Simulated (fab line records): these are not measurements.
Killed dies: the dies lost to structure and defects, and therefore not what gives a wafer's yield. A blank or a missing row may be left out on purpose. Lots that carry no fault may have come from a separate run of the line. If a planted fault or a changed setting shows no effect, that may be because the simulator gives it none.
A struck lot beside a sound one + flow n5Finfet + 40 out of 1938 route steps
Sound: these wafers, L433.1, L433.4, L433.6. Wafers struck: L448.2, L448.4, L448.6. The cause comes at the end.
Each step with rows lists, per side, the tool, then ch with its chambers, then its first start. Under that, the readings that differ: sound wafers + struck wafers + difference of the means + sigmas: that difference in standard deviations of wafers without a fault.
alike: words and numbers the same on both sides, and readings whose means are apart by under 2 such deviations; not compared: readings that were withheld, readings missing a value for some wafer, numbers with overlapping values and no deviation given by the record, and bounds like >300 which may hide the same value.
Wherever a step has rows on one side only, a row that says differs or no value, or a row with sigmas, the two part there. When numbers do not overlap yet have no deviation, they are printed without sigmas and do not part them. A reading that every wafer of one side lacks parts them only if that side has two wafers or more.

first, 1 step without rows for these wafers: N5_HKMG_FIN_STRIP_88 (strips in N2/H2, time 360 s).
N5_HKMG_FIN_NWFM_ALD_20: deposits TiAlC, target thk 2 nm, pulse time 3 s, purge time 2 s.
  sound on aldMetal-02 ch 0,2, day 5 19:41; struck on aldMetal-03 ch 0,2,3, day 9 12:34
  alike: heaterPowerW, precursorPulseHeightRel
  not compared: sinceWetCleanH
then, 6 steps without rows for these wafers: N5_HKMG_FIN_ALD_71 (deposits TiN, target thk 1 nm, pulse time 1 s, purge time 3 s); N5_HKMG_FIN_COAT_66 (time 60 s, resist thk 300 nm); N5_HKMG_FIN_ETCH_67 (etches SOC in N2/H2, stops on TiN, target depth 388.9 nm); N5_HKMG_FIN_STRIP_90 (strips SOC in N2/H2, time 20 s); N5_HKMG_FIN_WET_ETCH_73 (etches the open film in SC1, time 42.3 s, target depth 1.3 nm, rinse time 30 s); N5_HKMG_FIN_ETCHBACK_68 (etches the open film in Cl2/Ar, stops on HfO2, target depth 0.5 nm).
N5_HKMG_FIN_STRIP_69: strips in N2/H2, time 360 s.
  sound on plasmaAsher-02 ch 0,1, day 5 20:29; struck on plasmaAsher-01 ch 0, day 9 13:28
  alike: drypumpMotorCurrentA, heaterPowerW
  not compared: rfHoursCounterH
then, 3 steps without rows for these wafers: N5_HKMG_FIN_ALD_21 (deposits TiN, target thk 1.5 nm, pulse time 1 s, purge time 3 s); N5_HKMG_FIN_ALD_72 (deposits W, target thk 2 nm, pulse time 1 s, purge time 2 s); N5_HKMG_FIN_W_FILL_22 (material W, target thk 60 nm, time 18.2 s).
N5_HKMG_FIN_PRECLEAN_83: cleans in DIW, time 57.5 s.
  sound on wetBench-06 ch 2,4,5, day 5 21:22; struck on wetBench-04 ch 0,4,7, day 9 14:20
then, 4 steps without rows for these wafers: N5_HKMG_FIN_SRD_84 (dry time 32 s); N5_HKMG_FIN_CMP_23 (polishes, stops on SiNx, t overpolish 10 s, target thk 46.326 nm); N5_HKMG_FIN_CMP_94 (polishes, stops on SiNx, t overpolish 4.7 s, target thk 43.299 nm); N5_GATE_CUT_ETCHBACK_00 (etches W in SF6/Cl2).
N5_GATE_CUT_ETCH_56: etches TiN in Cl2/Ar, target depth 21.6 nm.
  sound on rieMetal-02 ch 0,1, day 5 22:20; struck on rieMetal-01 ch 1, day 9 15:16
  alike: biasW, drypumpMotorCurrentA, heBacksideLeakSccm, oesProductAu, throttleValvePct
  not compared: rfHoursCounterH
then, 1 step without rows for these wafers: N5_GATE_CUT_ETCHBACK_30 (etches TiN in Cl2/Ar, target depth 3 nm).
N5_GATE_CUT_VAPOR_ETCH_60: etches HfO2 in BCl3/Cl2.
  sound on rieMetal-02 ch 0,1, day 5 22:27; struck on rieMetal-01 ch 1, day 9 15:23
| reading             | sound          | struck         | difference | sigmas |
|---------------------|----------------|----------------|------------|--------|
| oesProductAu (a.u.) | 0.86 0.58 0.59 | 0.89 0.90 0.90 | +0.22      | +2     |
  alike: drypumpMotorCurrentA, heBacksideLeakSccm
then, 1 step without rows for these wafers: N5_GATE_CUT_ETCH_58 (etches SiNx in CH3F/O2, target depth 17 nm, time 128.6 s).
N5_GATE_CUT_STRIP_59: strips in N2/H2, time 20 s.
  sound on rieDiel-04 ch 0,1, day 5 22:37; struck on rieDiel-03 ch 0,1,2, day 9 15:32
  alike: drypumpMotorCurrentA, oesProductAu, rfVppV, showerheadPlenumPTorr, throttleValvePct
  not compared: rfHoursCounterH
then, 15 steps without rows for these wafers: N5_GATE_CUT_PRECLEAN_31 (cleans in DIW, time 300 s); N5_GATE_CUT_SRD_32 (time 30 s); N5_GATE_CUT_SAC_CAP_01 (material SiNx, target thk 24 nm, pulse time 1 s, ald cycles 480); N5_GATE_CUT_PECVD_57 (deposits SiNx from SiH4/NH3/N2, target thk 21 nm); N5_GATE_CUT_CMP_02 (polishes, stops on SiO2, t overpolish 12.7 s, target thk 0 nm); N5_GATE_CUT_HM_DEP_46 (deposits SiO2 from TEOS/O2, target thk 130 nm, time 26.6 s); N5_GATE_CUT_COAT_34 (time 60 s, resist thk 60 nm); N5_GATE_CUT_COAT_35 (time 60 s, resist thk 10 nm); N5_GATE_CUT_COAT_27 (time 60 s, resist thk 10 nm); N5_GATE_CUT_COAT_07 (resist thk 30 nm); N5_GATE_CUT_EBR_09; N5_GATE_CUT_SOFTBAKE_08 (time 60 s); N5_GATE_CUT_EXPOSE_10 (exposes mask GATE CUT, target cd 20 nm); N5_GATE_CUT_PEB_11 (peb time 60 s); N5_GATE_CUT_DEVELOP_12 (develop time 30 s).
N5_GATE_CUT_CD_MEAS_13: the cd target is 20 nm.
  sound on cdSem-02 ch 0, day 6 01:46; struck on cdSem-01 ch 0, day 9 18:49
  alike: cdNm
N5_GATE_CUT_OVL_MEAS_14:
  sound on overlay-02 ch 0, day 6 01:47; struck on overlay-01 ch 0, day 9 18:52
  alike: GATE_CUT_OVL
-- here the record skips 8 days between the struck wafers' starts before and after, leaving off in module GATE_CUT and picking up in module PASSIVATION (first step shown: number 1936 of the route) --
N5_PASSIVATION_PROBE_49:
  sound: prober-02 at day 14 10:35; struck: prober-02 at day 18 03:55
| reading                 | sound          | struck         | difference | sigmas |
|-------------------------|----------------|----------------|------------|--------|
| defectLimitedYield (%)  | 92.6 90.6 93.2 | 85.0 86.7 89.4 | -5.1       | -4     |
| killedAtFrontEnd        | 31 48 30       | 145 110 89     | +78        | +7     |
| killedDies              | 87 111 80      | 177 157 125    | +60        | +4     |
| killedOnRim             | 10 12 12       | 11 17 29       | +8         | +2     |
| sort_bin_5_function (%) | 4.5 5.8 3.9    | 9.0 7.5 6.0    | +2.8       | +3     |
| sort_bin_8_speed (%)    | 0 0 0          | 0 0 17.6       | +6         | +3     |
| sortNPass               | 1093 1069 1100 | 1003 1023 847  | -130       | -4     |
| sortYieldPct (%)        | 92.6 90.6 93.2 | 85.0 86.7 71.8 | -11.0      | -4     |
  alike: killed_at_M0_to_M3, killed_at_M4_up, killedAtContacts, killedAtOther, killedOpen, killedShort, sort_bin_4_leakage, sort_bin_6_memory

## WHERE THEY PART
At N5_GATE_CUT_VAPOR_ETCH_60 first; at N5_PASSIVATION_PROBE_49 last (within this record only).

WHY: what the simulator had put in
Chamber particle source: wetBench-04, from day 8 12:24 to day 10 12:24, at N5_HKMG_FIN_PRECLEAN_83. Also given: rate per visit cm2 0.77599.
